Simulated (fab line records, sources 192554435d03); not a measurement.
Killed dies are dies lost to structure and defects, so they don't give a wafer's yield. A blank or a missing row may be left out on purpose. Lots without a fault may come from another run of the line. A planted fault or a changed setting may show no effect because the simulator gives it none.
Which tool did it? | flow n5_finfet | 8 lots, 24 wafers sampled, at 7 steps of a route of 1938

WHAT THE GAUGES READ, wafer by wafer
N5_FIN_SAQP_THK_MEAS_07.
lot  | measured    | on            | thk_nm (nm)
L882 | day 2 09:19 | film_metro-01 | 58.0 59.9 58.2
L883 | day 2 15:43 | film_metro-01 | 60.4 60.4 60.9
L887 | day 3 17:14 | film_metro-01 | 60.3 60.1 61.6
L894 | day 5 09:29 | film_metro-01 | 59.1 59.5 60.5
L895 | day 5 15:19 | film_metro-01 | 58.7 58.8 59.4
L900 | day 6 23:32 | film_metro-02 | 60.3 60.6 61.8
L901 | day 7 03:17 | film_metro-02 | 58.3 59.7 59.4
L902 | day 7 09:20 | film_metro-01 | 59.4 59.1 59.0

N5_FIN_SAQP_CD_MEAS_27: target cd 20 nm.
lot  | measured    | on        | cd_nm (nm)
L882 | day 2 11:47 | cd_sem-02 | 20.10 20.61 20.47
L883 | day 2 18:33 | cd_sem-01 | 20.53 20.48 20.25
L887 | day 3 20:08 | cd_sem-01 | 20.01 20.60 19.91
L894 | day 5 12:13 | cd_sem-02 | - - -
L895 | day 5 17:59 | cd_sem-02 | - - -
L900 | day 7 02:03 | cd_sem-03 | 20.20 20.10 20.44
L901 | day 7 06:59 | cd_sem-01 | 19.68 20.29 20.07
L902 | day 7 11:50 | cd_sem-02 | 20.29 20.29 19.95

N5_BEOL_M4_RC_MEAS_101.
lot  | measured     | on        | DIBL_N (mV/V)  | DIBL_P (mV/V)  | IOFF_N (nA/um)    | IOFF_P (nA/um)    | ION_N (uA/um) | ION_P (uA/um) | SS_N (mV/dec)  | SS_P (mV/dec)  | VT_N (mV)         | VT_P (mV)
L882 | day 8 15:29  | prober-01 | 37.4 34.2 36.5 | 38.1 34.8 38.0 | 0.189 0.134 0.174 | 0.216 0.174 0.213 | 673 666 676   | 455 453 461   | 72.7 71.4 72.3 | 73.7 73.3 73.4 | 247.7 251.4 250.6 | -251 -255 -251
L883 | day 9 04:06  | prober-02 | 35.5 36.6 34.2 | 37.1 38.6 34.9 | 0.148 0.168 0.125 | 0.205 0.224 0.172 | 671 675 659   | 465 460 456   | 71.2 71.8 70.9 | 73.5 73.5 72.6 | 253.1 249.6 253.6 | -252 -252 -254
L887 | day 9 21:19  | prober-01 | 36.9 35.8 36.2 | 36.2 35.2 36.4 | 0.172 0.154 0.173 | 0.197 0.188 0.200 | 666 666 682   | 454 454 462   | 72.1 70.6 71.4 | 73.3 73.4 73.0 | 251.5 250.5 249.3 | -250 -251 -251
L900 | day 13 02:41 | prober-02 | 38.5 38.7 38.1 | 38.0 37.9 37.6 | 0.175 0.184 0.174 | 0.240 0.244 0.248 | 681 666 685   | 464 460 471   | 71.3 71.4 71.4 | 74.3 74.3 74.0 | 250.5 248.6 247.6 | -247 -248 -247
L901 | day 13 10:22 | prober-01 | 35.9 34.6 36.0 | 37.2 35.2 37.6 | 0.158 0.136 0.166 | 0.203 0.166 0.203 | 675 668 682   | 467 458 463   | 71.4 70.9 71.8 | 73.2 73.3 73.5 | 251.6 251.9 249.8 | -253 -258 -252
L902 | day 13 22:22 | prober-02 | 35.7 33.3 35.0 | 37.9 34.6 36.6 | 0.170 0.127 0.151 | 0.230 0.184 0.217 | 681 675 675   | 472 467 465   | 72.5 71.0 71.1 | 73.4 72.6 73.3 | 250.1 252.1 250.0 | -248 -251 -249

WHICH TOOL RAN EACH LOT (tool, then ch and the chambers of the sampled wafers, then the start)
lot  | N5_FIN_SAQP_ALD_61               | N5_FIN_SAQP_DESCUM_21             | N5_FIN_SAQP_ETCH_52               | N5_FIN_SAQP_HM_OPEN_73
L882 | ald_sin-02 ch 1,3, day 2 08:36   | rie_diel-01 ch 2,3, day 2 09:46   | rie_diel-01 ch 2,3, day 2 09:52   | rie_diel-01 ch 2,3, day 2 09:58
L883 | ald_sin-01 ch 0,2,3, day 2 14:59 | rie_diel-01 ch 1,2,3, day 2 16:11 | rie_diel-01 ch 1,2,3, day 2 16:19 | rie_diel-01 ch 1,2,3, day 2 16:24
L887 | ald_sin-03 ch 2,3, day 3 16:32   | rie_diel-05 ch 1,2,3, day 3 17:47 | rie_diel-05 ch 1,2,3, day 3 17:53 | rie_diel-05 ch 1,2,3, day 3 17:59
L894 | ald_sin-01 ch 0,1,2, day 5 08:46 | rie_diel-05 ch 0,1,2, day 5 10:04 | rie_diel-05 ch 0,1,2, day 5 10:09 | rie_diel-05 ch 0,1,2, day 5 10:16
L895 | ald_sin-03 ch 1,2, day 5 14:31   | rie_diel-01 ch 1,2, day 5 15:55   | rie_diel-01 ch 1,2, day 5 16:00   | rie_diel-01 ch 1,2, day 5 16:06
L900 | ald_sin-02 ch 0,2,3, day 6 22:49 | rie_diel-01 ch 1,3, day 7 00:00   | rie_diel-01 ch 1,3, day 7 00:05   | rie_diel-01 ch 1,3, day 7 00:12
L901 | ald_sin-03 ch 0,1,2, day 7 02:35 | rie_diel-05 ch 2,3, day 7 04:23   | rie_diel-05 ch 2,3, day 7 04:29   | rie_diel-05 ch 2,3, day 7 04:35
L902 | ald_sin-02 ch 0,2,3, day 7 08:38 | rie_diel-01 ch 0,1,3, day 7 09:48 | rie_diel-01 ch 0,1,3, day 7 09:53 | rie_diel-01 ch 0,1,3, day 7 10:00
- N5_FIN_SAQP_ALD_61: deposits SiO2, target thk 4 nm, pulse time 1 s, purge time 2 s.
- N5_FIN_SAQP_DESCUM_21: chemistry O2, time 7.9 s.
- N5_FIN_SAQP_ETCH_52: etches SOC in N2/H2, target depth 100 nm, overetch 20 nm, time 150 s.
- N5_FIN_SAQP_HM_OPEN_73: chemistry CHF3/O2, target SiO2, stops on a-Si, target depth 12 nm, time 16.8 s.

WHAT THE TOOLS THEMSELVES READ (means of the sampled wafers that have a number; where no wafer has one, the mark that the record gives instead)
N5_FIN_SAQP_ALD_61.
lot  | tool       | heater_power_outer_w (W) | heater_power_w (W) | precursor_pulse_height_rel
L882 | ald_sin-02 | 269                      | 449                | 1.004
L883 | ald_sin-01 | 278                      | 505                | 0.979
L887 | ald_sin-03 | 279                      | 491                | 1.011
L894 | ald_sin-01 | 275                      | 473                | 0.990
L895 | ald_sin-03 | 258                      | 471                | 0.986
L900 | ald_sin-02 | 236                      | 418                | 1.000
L901 | ald_sin-03 | 270                      | 490                | 1.008
L902 | ald_sin-02 | 236                      | 425                | 1.003

N5_FIN_SAQP_DESCUM_21.
lot  | tool        | drypump_motor_current_A (A) | oes_product_au (a.u.) | rf_fwd_power_W (W) | rf_vpp_V (V) | showerhead_plenum_p_Torr (Torr) | throttle_valve_pct (%)
L882 | rie_diel-01 | 5.1                         | 0.76                  | 49.39              | 243.3        | 2.085                           | 20.57
L883 | rie_diel-01 | 5.4                         | 0.73                  | 49.34              | 242.4        | 2.080                           | 20.58
L887 | rie_diel-05 | 5.6                         | 0.74                  | 49.45              | 241.9        | 2.056                           | 20.56
L894 | rie_diel-05 | 5.4                         | 0.72                  | 49.34              | 242.2        | 2.051                           | 20.46
L895 | rie_diel-01 | 5.7                         | 0.69                  | 49.43              | 242.4        | 2.068                           | 20.62
L900 | rie_diel-01 | 5.1                         | 0.72                  | 49.38              | 244.0        | 2.074                           | 20.54
L901 | rie_diel-05 | 5.4                         | 0.73                  | 49.50              | 241.8        | 2.025                           | 20.60
L902 | rie_diel-01 | 5.7                         | 0.77                  | 49.49              | 243.5        | 2.064                           | 20.37

N5_FIN_SAQP_ETCH_52.
lot  | tool        | bias_w (W) | chamber_pressure_mTorr (mTorr) | drypump_motor_current_A (A) | oes_product_au (a.u.) | rf_fwd_power_W (W) | rf_vpp_V (V) | showerhead_plenum_p_Torr (Torr) | throttle_valve_pct (%)
L882 | rie_diel-01 | 149.9      | 29.996                         | 5.1                         | 0.68                  | 836.2              | 524.1        | 2.54                            | 18.04
L883 | rie_diel-01 | 149.9      | 29.992                         | 5.4                         | 0.66                  | 833.6              | 523.6        | 2.53                            | 18.01
L887 | rie_diel-05 | 150.1      | 29.953                         | 5.6                         | 0.66                  | 836.6              | 523.4        | 2.50                            | 17.91
L894 | rie_diel-05 | -          | -                              | -                           | -                     | -                  | -            | -                               | -
L895 | rie_diel-01 | -          | -                              | -                           | -                     | -                  | -            | -                               | -
L900 | rie_diel-01 | 149.3      | 30.004                         | 5.1                         | 0.65                  | 835.2              | 523.9        | 2.52                            | 18.04
L901 | rie_diel-05 | 150.3      | 30.036                         | 5.4                         | 0.65                  | 837.1              | 521.4        | 2.46                            | 18.03
L902 | rie_diel-01 | 150.1      | 29.961                         | 5.7                         | 0.69                  | 837.6              | 523.7        | 2.51                            | 17.81

N5_FIN_SAQP_HM_OPEN_73.
lot  | tool        | bias_w (W) | drypump_motor_current_A (A) | oes_product_au (a.u.) | rf_fwd_power_W (W) | rf_vpp_V (V) | showerhead_plenum_p_Torr (Torr) | throttle_valve_pct (%)
L882 | rie_diel-01 | 169.9      | 5.1                         | 0.458                 | 644.5              | 525          | 2.41                            | 19.03
L883 | rie_diel-01 | 170.2      | 5.4                         | 0.445                 | 643.6              | 526          | 2.40                            | 19.00
L887 | rie_diel-05 | 170.2      | 5.6                         | 0.449                 | 644.9              | 525          | 2.37                            | 18.96
L894 | rie_diel-05 | 170.3      | 5.4                         | 0.267                 | 644.4              | 523          | 2.36                            | 18.79
L895 | rie_diel-01 | 170.3      | 5.7                         | 0.262                 | 644.9              | 525          | 2.38                            | 18.98
L900 | rie_diel-01 | 169.9      | 5.1                         | 0.440                 | 645.3              | 528          | 2.39                            | 18.96
L901 | rie_diel-05 | 169.6      | 5.3                         | 0.432                 | 645.7              | 523          | 2.34                            | 18.99
L902 | rie_diel-01 | 169.8      | 5.7                         | 0.461                 | 644.1              | 527          | 2.38                            | 18.76

THE ANSWER, worked out from the rows above alone
Rule: what is usual is taken from the lots themselves. Put in order of their means at a reading, lots are off if they are a third of the lots or fewer, leave a main group of 4 or more, and stand apart from it by a gap of 3 or more times the standard deviation of the main group's means; of several such gaps the widest counts. A main group whose means are all the same, to the digits that the tables above print for the reading, isn't used. A lot without any number at a reading at which 4 lots or more have one is off too. The other lots that the step has rows for count as sound. The gauges are gone through in route order, then the tools' own readings, and for those a lot's mean is taken as printed above. The first step at which some lot is off is used, and at that step the reading that is off furthest; a lot without a number counts as furthest.
Off: L894, L895, at N5_FIN_SAQP_CD_MEAS_27 (cd_nm). Without a number there: L894, L895. The main group: mean 20.24 nm, standard deviation 0.14.
A tool fits if, at a process step before that reading, it ran every lot that is off, and no sound lot after the first of them. The gauges at N5_FIN_SAQP_CD_MEAS_27 aren't tried: what is off there is off at N5_FIN_SAQP_ETCH_52 too, on other tools, and a gauge's error can't cause that. None of those tried fits.

WHAT THE SIMULATOR HAD PUT IN
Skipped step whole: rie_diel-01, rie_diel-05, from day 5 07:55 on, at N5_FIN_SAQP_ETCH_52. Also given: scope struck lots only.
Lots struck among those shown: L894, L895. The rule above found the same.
